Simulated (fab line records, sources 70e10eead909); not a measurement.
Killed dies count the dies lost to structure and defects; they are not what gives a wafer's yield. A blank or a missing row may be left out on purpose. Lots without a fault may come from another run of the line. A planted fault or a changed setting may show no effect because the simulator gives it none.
fab line records	flow nand_harc	part 2 of 2: steps 23 to 31 of 31
record lots=5	wafers=15	last_day=24
route steps=1159 shown A_CONTACT@881
lots that met no fault: from a run of the same line without faults
start_h: start of the lot's first displayed wafer, in hours after the record's first day	wait_h: time in hours since the lot's previous step	" unchanged from the row above	L1.1+2: a row that stands for several wafers	- either no value or no given start	* or withheld: withheld	< > ~ a bound
route shown NAME@n: NAME is a module with steps in the file, n the number in the route of the first one	usual: mean/standard deviation of fault-free wafers	same: alike in all rows	chamber/n: place in a boat	sites: readings site by site	_std_site: their standard deviation	_edge_site: mean of outer sites minus mean of inner sites	radius_mm: for every site, how far away it sits from the centre of the wafer	mask NAME#n: copy n	behind: the most recent tool/chamber to have shaped the wafer	hold: the reason the lot was held/the length of the hold in hours/how it ended	device: names the non-switching transistor (n, p or np)	end of line: tests of these same wafers at the route's end	where a step has no rows: the recipe by itself	killed: at the first sort, the dies lost to defects and structure; wafer yield is something else	map: dies across one wafer; x = killed, . = not, _ = none there
set.NAME: the setting as run; set.NAME@STEP: as run at that earlier step	model.NAME: the simulator's own value behind a step, which no gauge read
certain route steps with their lots: each step a table, each wafer a row
services: when a tool's chamber went out of use (start_h, in hours from the record's first day, below 0 if earlier), for how many hours, and the reason
## steps
# step NHARC_A_CONTACT_ETCH_78
# recipe target_depth_a=28000	over_etch_frac=0.3	time_s=728	ion_energy_ev=150	o2_flow_sccm=400	cos_flow_sccm=20	ar_flow_sccm=0	rf_w=500	bias_w=300	chemistry=O2/COS
# usual cos_flow_sccm=19.99/0.063	drypump_motor_current_A=5.8/0.36	oes_product_au=0.998/0.016	rf_vpp_V=313.7/1.4	showerhead_plenum_p_Torr=3.09/0.084	throttle_valve_pct=28.330/0.0085
lot.wafer	tool	chamber	start_h	wait_h	cos_flow_sccm	drypump_motor_current_A	oes_product_au	rf_hours_counter_h	rf_vpp_V	showerhead_plenum_p_Torr	throttle_valve_pct
L077.2	rie_diel-05	1	-	-	19.89	5.8	1.009	8	312.5	3.05	28.341
L077.5	"	1	"	"	19.98	5.8	1.008	-	312.3	3.05	28.319
L077.6	"	0	"	"	19.92	6.0	0.979	-	314.4	3.15	28.331
L092.3	rie_diel-05	1	-	-	19.97	5.8	0.997	23	313.5	3.04	28.329
L092.4	"	2	"	"	20.00	6.1	0.983	24	313.5	3.03	28.332
L092.5	"	0	"	"	19.95	5.9	0.988	-	314.4	3.14	28.322
L089.2	rie_diel-05	1	-	-	19.90	5.8	1.001	25	312.1	3.04	28.341
L089.4	"	3	"	"	20.02	5.7	1.015	17	315.2	3.19	28.324
L089.5	"	0	"	"	20.01	5.9	0.985	-	315.4	3.14	28.344
L095.1	rie_diel-02	1	-	-	20.00	6.0	0.979	61	316.1	3.19	28.349
L095.2	"	3	"	"	20.00	6.2	1.009	56	313.6	3.09	28.326
L095.6	"	0	"	"	19.91	5.1	0.976	-	314.6	3.10	28.334
L096.3	rie_diel-08	1	-	-	20.03	5.0	0.992	9	312.3	3.00	28.342
L096.4	"	0	"	"	20.02	6.2	0.998	7	310.9	2.92	28.335
L096.5	"	1	"	"	20.06	5.1	0.994	-	312.9	3.00	28.339
# step NHARC_A_CONTACT_ETCH_124
# recipe source_w=withheld	pressure_mtorr=20	bias_v=withheld	time_s=140	target_depth_a=7000	ar_flow_sccm=withheld	c4f8_flow_sccm=withheld	o2_flow_sccm=withheld	chemistry=C4F8/O2/Ar
lot.wafer	tool	chamber	start_h	wait_h	rf_hours_counter_h
L077.2	har_cap_etch-01	1	387.84	-	59
L077.6	"	0	"	"	-
L077.5	"	1	"	"	-
L092.4	har_cap_etch-01	1	477.66	-	-
L092.3	"	0	"	"	-
L092.5	"	1	"	"	-
L089.2	har_cap_etch-01	0	482.86	-	77
L089.4	"	1	"	"	-
L089.5	"	0	"	"	-
L095.1	har_cap_etch-01	1	502.42	-	81
L095.2	"	0	"	"	81
L095.6	"	0	"	"	-
L096.3	har_cap_etch-03	0	507.81	-	-
L096.4	"	1	"	"	-
L096.5	"	0	"	"	-
# step NHARC_A_CONTACT_ETCH_125
# recipe source_w=withheld	pressure_mtorr=20	bias_v=1200	time_s=155	target_depth_a=9560	ar_flow_sccm=withheld	c4f8_flow_sccm=withheld	o2_flow_sccm=withheld	chemistry=C4F8/O2/Ar
lot.wafer	tool	chamber	start_h	wait_h	rf_hours_counter_h
L077.2	har_cap_etch-01	1	388.03	0.2	59
L077.6	"	0	"	"	-
L077.5	"	1	"	"	-
L092.4	har_cap_etch-01	1	477.84	0.1	-
L092.3	"	0	"	"	-
L092.5	"	1	"	"	-
L089.2	har_cap_etch-01	0	483.04	0.2	77
L089.4	"	1	"	"	-
L089.5	"	0	"	"	-
L095.1	har_cap_etch-01	1	502.69	0.2	81
L095.2	"	0	"	"	81
L095.6	"	0	"	"	-
L096.3	har_cap_etch-03	0	507.99	0.1	-
L096.4	"	1	"	"	-
L096.5	"	0	"	"	-
# step NHARC_A_CONTACT_ETCH_126
# recipe source_w=withheld	pressure_mtorr=20	bias_v=1200	time_s=155	target_depth_a=9560	ar_flow_sccm=withheld	c4f8_flow_sccm=withheld	o2_flow_sccm=withheld	chemistry=C4F8/O2/Ar
lot.wafer	tool	chamber	start_h	wait_h	rf_hours_counter_h
L077.2	har_cap_etch-01	1	388.18	0.1	59
L077.6	"	0	"	"	-
L077.5	"	1	"	"	-
L092.4	har_cap_etch-01	1	477.98	0.1	-
L092.3	"	0	"	"	-
L092.5	"	1	"	"	-
L089.2	har_cap_etch-01	0	483.19	0.1	78
L089.4	"	1	"	"	-
L089.5	"	0	"	"	-
L095.1	har_cap_etch-01	1	502.88	0.2	81
L095.2	"	0	"	"	81
L095.6	"	0	"	"	-
L096.3	har_cap_etch-03	0	508.13	0.1	-
L096.4	"	1	"	"	-
L096.5	"	0	"	"	-
# step NHARC_A_CONTACT_ETCH_127
# recipe source_w=withheld	pressure_mtorr=20	bias_v=1200	time_s=155	target_depth_a=9560	ar_flow_sccm=withheld	c4f8_flow_sccm=withheld	o2_flow_sccm=withheld	chemistry=C4F8/O2/Ar
lot.wafer	tool	chamber	start_h	wait_h	rf_hours_counter_h
L077.2	har_cap_etch-01	1	388.32	0.1	59
L077.6	"	0	"	"	-
L077.5	"	1	"	"	-
L092.4	har_cap_etch-01	1	478.12	0.1	-
L092.3	"	0	"	"	-
L092.5	"	1	"	"	-
L089.2	har_cap_etch-01	0	483.33	0.1	78
L089.4	"	1	"	"	-
L089.5	"	0	"	"	-
L095.1	har_cap_etch-01	1	503.07	0.2	81
L095.2	"	0	"	"	81
L095.6	"	0	"	"	-
L096.3	har_cap_etch-03	0	508.27	0.1	-
L096.4	"	1	"	"	-
L096.5	"	0	"	"	-
# step NHARC_A_CONTACT_ETCH_128
# recipe source_w=withheld	pressure_mtorr=20	bias_v=1200	time_s=155	target_depth_a=9560	ar_flow_sccm=withheld	c4f8_flow_sccm=withheld	o2_flow_sccm=withheld	chemistry=C4F8/O2/Ar
lot.wafer	tool	chamber	start_h	wait_h	rf_hours_counter_h
L077.2	har_cap_etch-01	1	388.46	0.1	59
L077.6	"	0	"	"	-
L077.5	"	1	"	"	-
L092.4	har_cap_etch-01	1	478.26	0.1	-
L092.3	"	0	"	"	-
L092.5	"	1	"	"	-
L089.2	har_cap_etch-01	0	483.47	0.1	78
L089.4	"	1	"	"	-
L089.5	"	0	"	"	-
L095.1	har_cap_etch-01	1	503.25	0.2	81
L095.2	"	0	"	"	81
L095.6	"	0	"	"	-
L096.3	har_cap_etch-03	0	508.41	0.1	-
L096.4	"	1	"	"	-
L096.5	"	0	"	"	-
# step NHARC_A_CONTACT_ETCH_129
# recipe source_w=withheld	pressure_mtorr=20	bias_v=1200	time_s=155	target_depth_a=9560	ar_flow_sccm=withheld	c4f8_flow_sccm=withheld	o2_flow_sccm=withheld	chemistry=C4F8/O2/Ar
lot.wafer	tool	chamber	start_h	wait_h	rf_hours_counter_h
L077.2	har_cap_etch-01	1	388.60	0.1	60
L077.6	"	0	"	"	-
L077.5	"	1	"	"	-
L092.4	har_cap_etch-01	1	478.40	0.1	-
L092.3	"	0	"	"	-
L092.5	"	1	"	"	-
L089.2	har_cap_etch-01	0	483.61	0.1	78
L089.4	"	1	"	"	-
L089.5	"	0	"	"	-
L095.1	har_cap_etch-01	1	503.45	0.2	81
L095.2	"	0	"	"	81
L095.6	"	0	"	"	-
L096.3	har_cap_etch-03	0	508.55	0.1	-
L096.4	"	1	"	"	-
L096.5	"	0	"	"	-
# step NHARC_A_CONTACT_ETCH_130
# recipe source_w=withheld	pressure_mtorr=20	bias_v=1200	time_s=155	target_depth_a=9560	ar_flow_sccm=withheld	c4f8_flow_sccm=withheld	o2_flow_sccm=withheld	chemistry=C4F8/O2/Ar
lot.wafer	tool	chamber	start_h	wait_h	rf_hours_counter_h
L077.2	har_cap_etch-01	1	388.74	0.1	60
L077.6	"	0	"	"	-
L077.5	"	1	"	"	-
L092.4	har_cap_etch-01	1	478.54	0.1	-
L092.3	"	0	"	"	-
L092.5	"	1	"	"	-
L089.2	har_cap_etch-01	0	483.75	0.1	78
L089.4	"	1	"	"	-
L089.5	"	0	"	"	-
L095.1	har_cap_etch-01	1	503.63	0.2	81
L095.2	"	0	"	"	81
L095.6	"	0	"	"	-
L096.3	har_cap_etch-03	0	508.69	0.1	-
L096.4	"	1	"	"	-
L096.5	"	0	"	"	-
# step NHARC_A_CONTACT_ETCH_131
# recipe source_w=withheld	pressure_mtorr=20	bias_v=1200	time_s=155	target_depth_a=9560	ar_flow_sccm=withheld	c4f8_flow_sccm=withheld	o2_flow_sccm=withheld	chemistry=C4F8/O2/Ar
lot.wafer	tool	chamber	start_h	wait_h	rf_hours_counter_h
L077.2	har_cap_etch-01	1	388.88	0.1	60
L077.6	"	0	"	"	-
L077.5	"	1	"	"	-
L092.4	har_cap_etch-01	1	478.68	0.1	-
L092.3	"	0	"	"	-
L092.5	"	1	"	"	-
L089.2	har_cap_etch-01	0	483.90	0.1	78
L089.4	"	1	"	"	-
L089.5	"	0	"	"	-
L095.1	har_cap_etch-01	1	503.82	0.2	82
L095.2	"	0	"	"	82
L095.6	"	0	"	"	-
L096.3	har_cap_etch-03	0	508.83	0.1	-
L096.4	"	1	"	"	-
L096.5	"	0	"	"	-
## services
tool	chamber	start_h	hours	kind
arfi_scanner-01	-	368.00	4.0	pm
rie_diel-05	0	374.40	-	clean
rie_diel-05	1	374.40	-	clean
rie_diel-05	2	374.40	-	clean
pecvd-04	-	376.00	13.0	pm
rie_diel-02	3	384.07	6.7	repair
arfi_scanner-01	-	390.44	5.5	repair
acl_dep-03	-	407.85	13.0	pm
arfi_scanner-01	-	412.67	0.7	repair
arfi_scanner-02	-	413.50	5.5	repair
arfi_scanner-02	-	428.00	4.0	pm
litho_track-01	-	443.00	7.0	pm
rie_diel-02	0	446.67	2.1	repair
wet_bench-07	-	448.00	8.0	pm
litho_track-06	-	467.00	7.0	pm
acl_dep-01	-	476.39	13.0	pm
rie_diel-08	-	478.82	9.0	pm
arfi_scanner-03	-	484.00	4.0	pm
litho_track-04	-	491.00	7.0	pm
rie_diel-05	0	492.03	5.2	repair
wet_bench-04	-	492.27	1.7	repair
har_cap_etch-03	-	497.84	0.4	repair
rie_diel-08	0	503.22	3.3	repair
rie_diel-02	-	505.58	9.0	pm
